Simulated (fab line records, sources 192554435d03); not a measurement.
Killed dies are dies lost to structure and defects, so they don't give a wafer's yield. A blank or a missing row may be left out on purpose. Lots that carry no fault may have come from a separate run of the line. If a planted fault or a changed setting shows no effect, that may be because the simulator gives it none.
The tool behind it: which one?	flow n5-finfet	33 wafers from 11 lots sampled at 4 of the route's 1938 steps

== WHAT THE GAUGES SHOWED, per wafer ==
N5_BEOL_M6_CD_MEAS_28: the cd target is 40 nm.
lot	measured	on	cd-nm (nm)
L243	day 8 21:49	cd-sem-03	39.83 39.99 40.18
L245	day 9 17:17	cd-sem-03	39.80 40.05 39.71
L244	day 9 19:03	cd-sem-02	40.32 39.75 40.36
L250	day 10 17:25	cd-sem-02	39.88 40.13 39.84
L251	day 10 23:13	cd-sem-01	40.21 40.26 40.16
L252	day 11 14:40	cd-sem-01	40.33 39.81 39.80
L255	day 11 23:28	cd-sem-02	40.06 39.95 40.08
L254	day 11 23:33	cd-sem-02	40.89 41.22 40.99
L256	day 13 00:20	cd-sem-01	40.54 40.68 40.64
L257	day 13 03:38	cd-sem-02	40.12 40.38 40.67
L265	day 14 17:17	cd-sem-01	39.87 40.20 40.07

== EACH LOT AND THE TOOL THAT RAN IT (in order: tool; ch and the chambers of the sampled wafers; start) ==
lot	N5_BEOL_M6_ILD_DEP_00	N5_BEOL_M6_CURE_74	N5_BEOL_M6_EXPOSE_25
L243	pecvd-04 ch 0,1,2, day 8 18:14	uv-cure-02 ch 2, day 8 18:23	euv-scanner-01 ch 0, day 8 21:41
L245	pecvd-01 ch 1,2, day 9 08:35	uv-cure-03 ch 2, day 9 08:44	euv-scanner-01 ch 0, day 9 17:09
L244	pecvd-01 ch 0,2, day 9 08:48	uv-cure-01 ch 2, day 9 09:05	euv-scanner-01 ch 0, day 9 18:55
L250	pecvd-03 ch 0,1, day 10 12:13	uv-cure-03 ch 1, day 10 12:18	euv-scanner-01 ch 0, day 10 17:16
L251	pecvd-03 ch 0,1,2, day 10 18:19	uv-cure-03 ch 0, day 10 19:18	euv-scanner-02 ch 0, day 10 23:06
L252	pecvd-04 ch 1,2, day 11 11:15	uv-cure-03 ch 1, day 11 11:35	euv-scanner-02 ch 0, day 11 14:33
L255	pecvd-03 ch 0,1, day 11 18:56	uv-cure-03 ch 1, day 11 19:06	euv-scanner-02 ch 0, day 11 23:20
L254	pecvd-01 ch 0,1,2, day 11 19:02	uv-cure-01 ch 0, day 11 19:05	euv-scanner-02 ch 0, day 11 23:25
L256	pecvd-01 ch 0,1, day 12 19:41	uv-cure-01 ch 2, day 12 19:49	euv-scanner-02 ch 0, day 13 00:13
L257	pecvd-01 ch 1,2, day 12 23:26	uv-cure-01 ch 1, day 12 23:31	euv-scanner-02 ch 0, day 13 03:31
L265	pecvd-04 ch 0,2, day 14 12:49	uv-cure-03 ch 1, day 14 13:02	euv-scanner-01 ch 0, day 14 17:10
- N5_BEOL_M6_ILD_DEP_00: deposits SiCOH lowk from DEMS/porogen, target thk 179.75 nm, time 33.4 s.
- N5_BEOL_M6_CURE_74: cures SiCOH lowk, time 240 s.
- N5_BEOL_M6_EXPOSE_25: exposes mask V5, target cd 40 nm.

== THE ANSWER, worked out from the rows above alone ==
Rule: what is usual is taken from the lots themselves. The widest of any qualifying gaps counts: lots, ordered by their means at a reading, are off when they make up no more than a third of the lots, leave a main group of 4 or more, and stand apart from it by 3 or more times the standard deviation of that group's means. A main group is skipped when, at the precision printed for the reading in the tables above, its means are all equal. Also off: a lot with no number at a reading for which 4 or more lots have one. The other lots that the step has rows for count as sound.
No lot is off at any reading shown: from this, nothing can be told.

== WHAT THE SIMULATOR HAD INSERTED ==
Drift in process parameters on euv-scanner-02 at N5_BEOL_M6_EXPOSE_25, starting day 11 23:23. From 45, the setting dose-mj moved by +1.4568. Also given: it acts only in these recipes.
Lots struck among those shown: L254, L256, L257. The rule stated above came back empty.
